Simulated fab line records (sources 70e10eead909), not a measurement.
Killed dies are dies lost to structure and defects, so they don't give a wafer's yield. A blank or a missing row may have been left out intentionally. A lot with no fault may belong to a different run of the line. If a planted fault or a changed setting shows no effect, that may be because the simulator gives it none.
Matching of chambers -- flow nand_harc -- ald_hk-04 running NHARC_A_WL_FILL_ALD_00: 4 sister chambers
The step deposits Al2O3, target thk 3 nm, pulse time 3 s, ald cycles 30. 14 wafers are shown with their chamber, then 7 later ones without.

EACH WAFER AND ITS CHAMBER
wafer,chamber,heater_power_w (W),precursor_pulse_height_rel
L817.1,1,392,1.006
L817.4,3,489,1.016
L817.5,0,413,0.984
L819.2,3,497,0.984
L819.4,1,402,1.007
L819.6,0,414,1.012
L824.1,1,385,0.977
L824.3,3,489,1.023
L824.4,2,536,1.000
L827.2,1,402,0.996
L827.3,3,481,0.986
L827.6,2,541,0.969
L825.2,2,550,1.010
L825.4,0,417,1.012

SIGNATURES (averages over the wafers above)
reading,chamber 0,chamber 1,chamber 2,chamber 3,scatter within a chamber
heater_power_w,414.67,395.25,542.33,489.00,6.66
precursor_pulse_height_rel,1.00267,0.99650,0.99300,1.00225,0.018
Rule: a wafer's distance from a chamber is the root of the sum, over the readings, of the square of ((its reading less the chamber's mean) divided by the reading's scatter). If the next closest chamber is less than 2 further off than the closest, the wafer can't be placed; otherwise it belongs to the closest. The scatter is the square root of a quotient: the sum, over the shown wafers, of each reading's squared deviation from its chamber's mean, divided by wafers minus chambers.

WAFERS MISSING THEIR CHAMBER
wafer,heater_power_w (W),precursor_pulse_height_rel
L825.5,404,1.034
L835.1,457,0.983
L835.5,540,0.959
L835.6,381,1.007
L838.1,388,0.993
L838.2,447,0.979
L838.4,524,1.037

CHAMBER TAKEN BY EACH
wafer,from the rows above,in truth
L825.5,can't be placed: 0 or 1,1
L835.1,can't be placed: 3 or 0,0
L835.5,2,2
L835.6,1,1
L838.1,1,1
L838.2,can't be placed: 0 or 3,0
L838.4,can't be placed: 2 or 3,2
Correct placement for 3 of the 7. Unplaceable from these rows: 4, with the true chamber sitting among the candidates in 4. Placed wrongly: 0.
